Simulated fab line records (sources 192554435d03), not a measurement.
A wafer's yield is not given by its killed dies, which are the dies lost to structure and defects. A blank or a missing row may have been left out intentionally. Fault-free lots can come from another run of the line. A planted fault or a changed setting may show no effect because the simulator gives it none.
fab line records    flow n5Finfet    part 1 of 2: steps 1 to 4 of 6
[record] lots = 19  wafers = 57  lastDay = 17
route steps=1938 shown BEOL_M4@1035 BEOL_M5@1112
lots that met no fault: taken from a fault-free run of the same line
startH: the number of hours between the record's first day and the start of the first shown wafer of the lot    waitH: time in hours since the lot's previous step    " as in the row above    L1.1+2: a single row standing in for several wafers    - no value, or no start was given    * or withheld: withheld    < > ~ a bound
route shown NAME@n: a module of which the file shows steps, and the number in the route of the first    usual: the fault-free wafers' mean and standard deviation    same: alike in all rows    chamber/n: place in a boat    sites: the reading at each site    _std_site: how widely they spread, as a standard deviation    _edge_site: the outer-site mean with the inner-site mean subtracted    radiusMm: how far each site lies from the wafer's centre    mask NAME#n: copy n    behind: the most recent tool/chamber to have shaped the wafer    hold: why the lot was held/for how many hours/how that ended    device: transistor that didn't switch, given as n, p or np    end of line: the route-end tests of the same wafers    where a step has no rows: the recipe by itself    killed: dies that structure and defects cost at the first sort, which is not the same as the wafer's yield    map: the dies of a wafer, with x for killed, . for not killed, _ for no die there
set.NAME: the setting the step ran with; set.NAME@STEP: the setting that earlier step ran with    model.NAME: the simulator's own value behind a step, which no gauge read
steps of the route over a sample of lots; a table a step, a row a wafer
services: a tool's chamber out of use, with start hour (startH, from the record's first day; less than 0 if before it), hours out, and reason
[[steps]]
[step N5_BEOL_M4_OVL_MEAS_12]
[recipe] pointsPerWafer = 522
[usual] M4_OVL = 0.4/0.59
lot.wafer  tool        chamber  startH  waitH  M4_OVL[nm]
L074.2     overlay-02  0        153.36  0.0    0.8
L074.3     "           0        "       "      0.7
L074.4     "           0        "       "      -0.7
L075.1     overlay-02  0        166.31  0.0    -0.1
L075.4     "           0        "       "      0.9
L075.5     "           0        "       "      0.5
L077.2     overlay-02  0        167.11  0.0    0.3
L077.3     "           0        "       "      0.4
L077.4     "           0        "       "      0.4
L076.3     overlay-01  0        175.63  0.0    0.1
L076.5     "           0        "       "      0.2
L076.6     "           0        "       "      0.6
L078.1     overlay-01  0        182.90  0.0    -0.1
L078.4     "           0        "       "      -0.1
L078.5     "           0        "       "      -0.1
L079.1     overlay-01  0        185.73  0.0    0.6
L079.4     "           0        "       "      0.5
L079.6     "           0        "       "      -0.6
L080.3     overlay-01  0        190.02  0.0    0.4
L080.4     "           0        "       "      0.4
L080.5     "           0        "       "      0.2
L081.3     overlay-01  0        203.89  0.0    0.9
L081.5     "           0        "       "      1.0
L081.6     "           0        "       "      0.5
L082.1     overlay-02  0        210.16  0.0    0.6
L082.4     "           0        "       "      -0.3
L082.6     "           0        "       "      -0.3
L083.1     overlay-01  0        214.22  0.0    1.5
L083.4     "           0        "       "      1.7
L083.5     "           0        "       "      0.9
L084.1     overlay-01  0        225.34  0.0    0.4
L084.2     "           0        "       "      0.0
L084.6     "           0        "       "      0.6
L085.3     overlay-02  0        228.53  0.0    0.5
L085.5     "           0        "       "      0.5
L085.6     "           0        "       "      -0.3
L089.1     overlay-02  0        244.93  0.0    0.1
L089.4     "           0        "       "      0.2
L089.6     "           0        "       "      1.0
L090.2     overlay-02  0        246.87  0.0    1.4
L090.3     "           0        "       "      1.6
L090.6     "           0        "       "      1.4
L091.1     overlay-02  0        251.21  0.0    -0.6
L091.2     "           0        "       "      -0.9
L091.3     "           0        "       "      0.3
L092.2     overlay-01  0        266.05  0.0    0.6
L092.4     "           0        "       "      -0.4
L092.5     "           0        "       "      1.3
L094.1     overlay-01  0        285.29  0.0    0.7
L094.3     "           0        "       "      0.0
L094.4     "           0        "       "      0.6
L095.2     overlay-01  0        292.81  0.0    0.2
L095.4     "           0        "       "      -0.1
L095.5     "           0        "       "      -0.3
L097.3     overlay-01  0        303.06  0.0    1.2
L097.4     "           0        "       "      0.0
L097.6     "           0        "       "      1.3
[step N5_BEOL_M4_ETCHBACK_99]
[recipe] chemistry = CHF3  target = SiO2  targetDepthA = 50  timeS = 10.4  sourceW = 215  biasW = 47  Ar_flow_sccm = 200  CHF3_flow_sccm = 12  ionEnergyEv = 100  pressureMtorr = 30
[usual] drypumpMotorCurrentA = 5.8/0.4  mfcArSccm = 200.0/0.59  oesProductAu = 0.83/0.08  rfVppV = 242.0/2.4  showerheadPlenumPTorr = 2.19/0.061  throttleValvePct = 16.88/0.25
[same] timeS = 10.4
lot.wafer  tool        chamber  startH  waitH  drypumpMotorCurrentA  mfcArSccm  oesProductAu  rfHoursCounterH  rfVppV  showerheadPlenumPTorr  throttleValvePct
L074.2     rieDiel-04  3        157.22  2.5    5.6                   200.9      0.98          1                243.3   2.20                   16.67
L074.3     "           2        "       "      5.9                   199.4      0.81          86               244.3   2.17                   17.20
L074.4     "           0        "       "      5.4                   199.9      0.87          45               247.9   2.19                   16.95
L075.1     rieDiel-04  0        175.79  8.2    5.5                   200.5      0.86          50               245.7   2.19                   16.96
L075.4     "           3        "       "      5.6                   199.4      0.97          5                242.2   2.20                   16.67
L075.5     "           2        "       "      5.9                   199.9      0.82          -                240.9   2.17                   17.20
L077.2     rieDiel-04  1        178.80  10.4   6.0                   200.9      0.86          57               241.9   2.19                   16.67
L077.3     "           0        "       "      5.5                   200.3      0.87          51               244.4   2.19                   16.95
L077.4     "           2        "       "      5.9                   199.8      0.81          91               243.0   2.17                   17.20
L076.3     rieDiel-04  3        181.93  4.7    5.6                   200.4      0.96          7                241.6   2.20                   16.67
L076.5     "           0        "       "      5.4                   200.1      0.86          -                246.7   2.19                   16.97
L076.6     "           3        "       "      5.6                   199.2      0.96          -                243.6   2.20                   16.65
L078.1     rieDiel-05  3        184.93  0.1    5.9                   200.2      0.66          244              242.4   2.12                   17.26
L078.4     "           2        "       "      5.8                   199.0      0.92          23               241.2   2.19                   16.43
L078.5     "           2        "       "      5.8                   199.7      0.91          -                239.8   2.19                   16.44
L079.1     rieDiel-06  1        188.02  0.9    6.4                   200.2      0.86          69               241.1   2.27                   16.95
L079.4     "           3        "       "      6.6                   200.3      0.68          238              240.4   2.03                   16.81
L079.6     "           2        "       "      5.6                   199.9      0.76          -                239.3   2.06                   17.11
L080.3     rieDiel-06  2        198.61  7.1    5.6                   200.8      0.77          162              239.1   2.06                   17.12
L080.4     "           1        "       "      6.4                   199.6      0.85          72               240.8   2.27                   16.95
L080.5     "           0        "       "      5.9                   200.2      0.72          -                237.1   2.14                   16.92
L081.3     rieDiel-05  2        209.92  4.6    5.8                   200.4      0.89          32               240.6   2.19                   16.46
L081.5     "           0        "       "      5.1                   200.1      0.88          -                241.6   2.29                   17.03
L081.6     "           2        "       "      5.8                   200.2      0.90          -                242.0   2.19                   16.47
L082.1     rieDiel-04  2        213.59  2.0    5.9                   199.5      0.81          105              242.6   2.17                   17.23
L082.4     "           3        "       "      5.6                   200.0      0.92          20               243.8   2.20                   16.70
L082.6     "           2        "       "      5.9                   198.5      0.80          -                243.3   2.17                   17.23
L083.1     rieDiel-04  0        218.13  2.5    5.4                   200.2      0.85          61               247.1   2.19                   16.98
L083.4     "           3        "       "      5.6                   199.8      0.92          22               242.9   2.20                   16.69
L083.5     "           3        "       "      5.6                   199.5      0.91          -                242.4   2.20                   16.69
L085.3     rieDiel-05  1        232.08  2.4    5.7                   200.7      0.72          158              243.4   2.24                   16.92
L085.5     "           1        "       "      5.7                   200.2      0.72          -                244.5   2.24                   16.90
L085.6     "           0        "       "      5.0                   199.3      0.88          -                241.8   2.28                   17.04
L084.1     rieDiel-04  3        238.56  11.9   5.6                   199.9      0.90          29               242.9   2.19                   16.71
L084.2     "           0        "       "      5.4                   200.1      0.84          69               247.9   2.18                   16.99
L084.6     "           1        "       "      6.0                   199.7      0.82          -                242.3   2.18                   16.71
L089.1     rieDiel-06  0        255.95  9.5    5.9                   199.9      0.71          181              236.6   2.14                   16.95
L089.4     "           1        "       "      6.5                   199.3      0.83          92               239.7   2.26                   17.00
L089.6     "           0        "       "      5.9                   200.1      0.71          -                236.6   2.14                   16.92
L090.2     rieDiel-06  0        261.10  13.0   5.9                   200.5      0.72          183              237.8   2.14                   16.95
L090.3     "           2        "       "      5.6                   199.7      0.75          182              240.6   2.05                   17.14
L090.6     "           0        "       "      5.9                   201.1      0.71          -                238.2   2.14                   16.96
L091.1     rieDiel-04  1        261.26  8.7    6.0                   199.4      0.81          88               241.8   2.18                   16.72
L091.2     "           3        "       "      5.6                   199.3      0.89          38               242.2   2.19                   16.73
L091.3     "           0        "       "      5.4                   199.8      0.83          78               246.6   2.18                   17.02
L092.2     rieDiel-05  1        278.83  11.3   5.6                   199.8      0.71          176              243.8   2.23                   16.96
L092.4     "           2        "       "      5.8                   200.3      0.85          61               240.0   2.18                   16.51
L092.5     "           3        "       "      5.9                   199.5      0.93          -                242.1   2.11                   16.84
L094.1     rieDiel-06  1        291.54  4.5    6.4                   199.7      0.82          101              239.5   2.26                   17.01
L094.3     "           0        "       "      5.9                   200.0      0.71          194              237.9   2.13                   16.98
L094.4     "           0        "       "      5.9                   199.0      0.71          -                238.2   2.13                   16.97
L095.2     rieDiel-06  0        296.49  2.3    5.9                   199.7      0.70          196              236.6   2.13                   16.99
L095.4     "           3        "       "      6.6                   200.8      0.95          -                244.2   2.28                   16.40
L095.5     "           1        "       "      6.5                   199.8      0.82          -                242.1   2.26                   17.00
L097.3     rieDiel-06  0        308.49  3.8    5.9                   199.7      0.70          199              238.4   2.13                   16.99
L097.4     "           3        "       "      6.6                   200.7      0.94          20               243.6   2.28                   16.40
L097.6     "           2        "       "      5.6                   199.3      0.73          -                239.0   2.05                   17.18
[step N5_BEOL_M5_ILD_DEP_00]
[recipe] material = SiCOH_lowk  targetThkA = 1406.4  tempC = 300  precursor = DEMS/porogen  pressureTorr = 5  rfW = 500  timeS = 25.9
[usual] heaterPowerOuterW = 143/32  heaterPowerW = 314/43  showerheadPlenumPTorr = 5.748/0.014  showerheadVppV = 1413/56  susceptorTempC = 299.98/0.2  throttleValvePct = 13.7/0.69
[same] timeS = 25.9
lot.wafer  tool      chamber  startH  waitH  heaterPowerOuterW  heaterPowerW  showerheadPlenumPTorr  showerheadVppV  sinceWetCleanH  susceptorTempC  throttleValvePct
L074.2     pecvd-03  0        163.81  0.7    152                322           5.768                  1372            1230            299.76          13.2
L074.3     "         2        "       "      166                336           5.738                  1442            476             300.01          13.3
L074.4     "         1        "       "      123                314           5.752                  1476            -               300.07          13.8
L075.1     pecvd-02  1        182.50  0.8    132                292           5.724                  1358            1611            300.18          14.9
L075.4     "         1        "       "      133                288           5.738                  1391            -               300.03          14.9
L075.5     "         0        "       "      226                436           5.705                  1431            -               299.88          15.2
L077.2     pecvd-01  0        184.52  0.7    155                340           5.747                  1455            1070            300.08          14.7
L077.3     "         1        "       "      128                268           5.740                  1385            1795            299.43          13.6
L077.4     "         1        "       "      132                276           5.758                  1383            -               299.66          13.7
L076.3     pecvd-01  2        187.15  0.5    116                302           5.742                  1314            318             299.70          13.0
L076.5     "         1        "       "      133                263           5.758                  1398            -               299.89          13.5
L076.6     "         2        "       "      117                315           5.737                  1300            -               299.53          13.2
L078.1     pecvd-03  0        190.03  0.8    131                291           5.751                  1384            1256            300.25          13.2
L078.4     "         1        "       "      139                326           5.754                  1464            -               300.20          13.6
L078.5     "         0        "       "      140                291           5.755                  1365            -               299.88          13.2
L079.1     pecvd-03  0        193.69  0.8    124                279           5.759                  1390            1260            300.08          13.3
L079.4     "         1        "       "      86                 264           5.754                  1458            -               299.53          13.7
L079.6     "         0        "       "      125                282           5.751                  1381            -               299.80          13.2
L080.3     pecvd-03  0        205.74  0.5    146                317           5.767                  1395            1272            299.98          13.0
L080.4     "         0        "       "      147                311           5.759                  1361            -               299.96          13.3
L080.5     "         1        "       "      92                 260           5.769                  1453            -               299.94          13.6
L081.3     pecvd-03  2        215.21  0.5    186                350           5.746                  1466            528             300.11          13.0
L081.5     "         2        "       "      193                380           5.751                  1458            -               300.38          13.5
L081.6     "         0        "       "      159                321           5.760                  1401            -               299.99          13.0
L082.1     pecvd-01  1        218.73  0.8    136                280           5.744                  1386            1829            300.23          13.7
L082.4     "         2        "       "      124                317           5.737                  1312            -               300.19          13.6
L082.6     "         1        "       "      140                280           5.755                  1402            -               299.99          13.8
L083.1     pecvd-03  1        223.45  0.8    121                303           5.751                  1447            2015            299.79          13.7
L083.4     "         1        "       "      125                309           5.776                  1478            -               299.82          13.7
L083.5     "         2        "       "      172                336           5.760                  1448            -               299.86          13.1
L085.3     pecvd-03  1        239.32  0.5    141                337           5.761                  1466            2031            299.70          13.7
L085.5     "         2        "       "      191                370           5.748                  1480            -               299.97          13.3
L085.6     "         1        "       "      87                 253           5.761                  1474            -               300.09          13.4
L084.1     pecvd-03  0        245.74  0.8    116                262           5.759                  1394            1312            299.94          13.4
L084.2     "         2        "       "      216                402           5.757                  1457            558             300.35          13.1
L084.6     "         2        "       "      216                402           5.739                  1461            -               300.15          13.4
L089.1     pecvd-01  0        261.75  0.8    154                342           5.751                  1458            1147            299.79          14.7
L089.4     "         0        "       "      158                340           5.755                  1450            -               300.46          14.9
L089.6     "         1        "       "      127                271           5.730                  1382            -               299.70          13.8
L090.2     pecvd-01  2        266.40  0.7    100                290           5.738                  1300            398             300.05          13.4
L090.3     "         0        "       "      110                280           5.747                  1477            1152            299.73          14.8
L090.6     "         0        "       "      121                299           5.763                  1465            -               299.84          14.7
L091.1     pecvd-03  1        266.62  0.8    122                310           5.753                  1461            2058            300.33          13.6
L091.2     "         2        "       "      187                351           5.759                  1444            579             299.87          13.3
L091.3     "         0        "       "      162                326           5.768                  1355            1333            299.87          13.0
L092.2     pecvd-01  2        284.41  0.7    108                297           5.726                  1289            416             300.14          13.3
L092.4     "         2        "       "      117                305           5.736                  1318            -               300.09          13.4
L092.5     "         1        "       "      116                255           5.744                  1362            -               299.94          13.6
L094.1     pecvd-03  1        297.88  0.8    132                323           5.756                  1483            2089            300.13          14.0
L094.3     "         2        "       "      207                383           5.746                  1453            610             299.75          13.1
L094.4     "         0        "       "      137                285           5.767                  1402            -               299.92          13.1
L095.2     pecvd-01  2        301.59  0.7    106                292           5.736                  1289            433             299.84          13.8
L095.4     "         0        "       "      115                287           5.760                  1439            -               299.73          14.8
L095.5     "         2        "       "      113                301           5.723                  1324            -               300.18          13.4
L097.3     pecvd-02  2        314.13  0.5    114                232           5.746                  1365            264             300.32          12.9
L097.4     "         2        "       "      116                236           5.748                  1367            -               300.00          12.8
L097.6     "         1        "       "      134                286           5.741                  1381            -               300.29          15.1
[step N5_BEOL_M5_DESCUM_16]
[recipe] chemistry = O2  timeS = 7  sourcePowerW = 50  biasPowerW = 20  pressureMtorr = 20  rfFrequencyHz = 2.712e+07  tempC = 40  resist = CAR-EUV  o2FlowSccm = 225
[usual] drypumpMotorCurrentA = 5.7/0.54  o2FlowSccm = 225.0/0.67  oesProductAu = 0.79/0.068  rfVppV = 243.6/1.3  showerheadPlenumPTorr = 2.12/0.063  throttleValvePct = 20.36/0.21
[same] timeS = 7
lot.wafer  tool        chamber  startH  waitH  drypumpMotorCurrentA  o2FlowSccm  oesProductAu  rfHoursCounterH  rfVppV  showerheadPlenumPTorr  throttleValvePct
L074.2     rieDiel-02  1        167.23  0.0    5.8                   225.0       0.69          237              243.8   2.06                   20.84
L074.3     "           3        "       "      4.9                   224.4       0.68          231              245.6   2.15                   20.56
L074.4     "           0        "       "      6.1                   223.5       0.77          139              244.2   2.18                   20.01
L075.1     rieDiel-02  3        183.83  0.0    4.9                   225.8       0.69          235              244.8   2.14                   20.58
L075.4     "           1        "       "      5.8                   224.0       0.69          -                243.2   2.05                   20.86
L075.5     "           0        "       "      6.1                   224.8       0.77          -                245.0   2.18                   20.04
L077.2     rieDiel-02  0        185.97  0.1    6.1                   225.4       0.76          145              244.2   2.18                   20.02
L077.3     "           3        "       "      4.9                   225.6       0.69          236              245.1   2.14                   20.56
L077.4     "           3        "       "      4.9                   227.3       0.69          -                244.7   2.14                   20.58
L076.3     rieDiel-02  0        189.40  0.2    6.1                   224.7       0.77          147              245.5   2.18                   20.03
L076.5     "           2        "       "      5.1                   225.9       0.82          -                241.9   2.03                   20.47
L076.6     "           3        "       "      4.9                   225.8       0.69          -                244.2   2.14                   20.58
L078.1     rieDiel-01  1        193.04  0.0    5.6                   225.3       0.78          140              243.4   2.10                   20.36
L078.4     "           0        "       "      5.8                   225.3       0.85          52               243.9   2.22                   20.56
L078.5     "           1        "       "      5.7                   224.2       0.79          -                241.9   2.10                   20.36
L079.1     rieDiel-02  2        194.88  0.0    5.1                   223.3       0.82          87               241.8   2.03                   20.44
L079.4     "           1        "       "      5.8                   225.5       0.69          245              242.2   2.05                   20.84
L079.6     "           0        "       "      6.1                   225.3       0.76          -                242.7   2.18                   20.03
L080.3     rieDiel-01  1        208.72  0.0    5.6                   224.8       0.78          143              245.8   2.10                   20.37
L080.4     "           3        "       "      5.5                   225.9       0.88          42               241.7   2.13                   20.37
L080.5     "           2        "       "      4.9                   224.4       0.83          -                243.0   2.03                   20.17
L081.3     rieDiel-03  1        217.96  0.0    6.6                   223.3       0.72          212              244.3   2.15                   20.48
L081.5     "           2        "       "      6.4                   224.9       0.86          -                244.3   2.21                   20.21
L081.6     "           3        "       "      5.8                   224.6       0.89          -                243.7   2.14                   20.32
L082.1     rieDiel-02  2        221.26  0.0    5.0                   225.2       0.80          95               241.7   2.02                   20.46
L082.4     "           3        "       "      4.9                   225.2       0.68          -                241.9   2.14                   20.59
L082.6     "           2        "       "      5.0                   225.4       0.80          -                242.6   2.02                   20.44
L083.1     rieDiel-02  2        225.21  0.0    5.0                   224.6       0.79          96               241.0   2.02                   20.45
L083.4     "           3        "       "      4.9                   223.6       0.68          -                244.2   2.14                   20.59
L083.5     "           2        "       "      5.0                   223.9       0.79          -                242.8   2.02                   20.46
L085.3     rieDiel-01  0        240.67  0.0    5.8                   225.5       0.83          65               244.5   2.22                   20.57
L085.5     "           2        "       "      4.9                   225.1       0.81          -                244.6   2.02                   20.17
L085.6     "           3        "       "      5.5                   224.8       0.86          -                243.9   2.13                   20.37
L084.1     rieDiel-01  0        247.18  0.0    5.8                   224.5       0.82          67               246.5   2.22                   20.58
L084.2     "           3        "       "      5.5                   226.0       0.87          55               243.2   2.13                   20.36
L084.6     "           3        "       "      5.5                   226.1       0.86          -                244.1   2.13                   20.38
L089.1     rieDiel-03  1        265.18  0.2    6.6                   225.2       0.71          229              243.6   2.15                   20.49
L089.4     "           2        "       "      6.4                   224.5       0.85          63               245.7   2.21                   20.23
L089.6     "           2        "       "      6.4                   224.6       0.85          -                244.6   2.21                   20.23
L090.2     rieDiel-03  3        268.59  0.0    5.7                   224.7       0.86          54               244.4   2.13                   20.36
L090.3     "           1        "       "      6.6                   225.6       0.70          230              244.8   2.15                   20.50
L090.6     "           0        "       "      5.6                   224.8       0.90          -                243.9   2.05                   19.97
L091.1     rieDiel-01  2        268.79  0.2    4.9                   225.2       0.80          107              242.4   2.02                   20.18
L091.2     "           1        "       "      5.7                   224.4       0.76          163              242.3   2.09                   20.40
L091.3     "           3        "       "      5.5                   225.8       0.86          62               244.8   2.13                   20.40
L092.2     rieDiel-01  0        286.26  0.0    5.8                   225.5       0.81          80               242.7   2.21                   20.60
L092.4     "           2        "       "      4.9                   225.0       0.81          112              241.7   2.02                   20.20
L092.5     "           0        "       "      5.8                   225.6       0.80          -                245.4   2.21                   20.61
L094.1     rieDiel-01  1        300.87  0.1    5.7                   226.0       0.74          174              243.9   2.09                   20.40
L094.3     "           0        "       "      5.8                   225.5       0.81          85               244.0   2.21                   20.61
L094.4     "           3        "       "      5.5                   225.7       0.84          71               244.8   2.12                   20.39
L095.2     rieDiel-03  1        302.96  0.0    6.6                   225.1       0.69          240              243.2   2.14                   20.52
L095.4     "           2        "       "      6.4                   225.5       0.82          75               244.6   2.20                   20.25
L095.5     "           2        "       "      6.4                   225.4       0.82          -                244.8   2.20                   20.24
L097.3     rieDiel-03  3        318.04  0.1    5.7                   225.1       0.84          68               244.6   2.12                   20.39
L097.4     "           2        "       "      6.4                   225.8       0.83          79               243.7   2.20                   20.26
L097.6     "           3        "       "      5.7                   224.4       0.84          -                243.0   2.12                   20.35
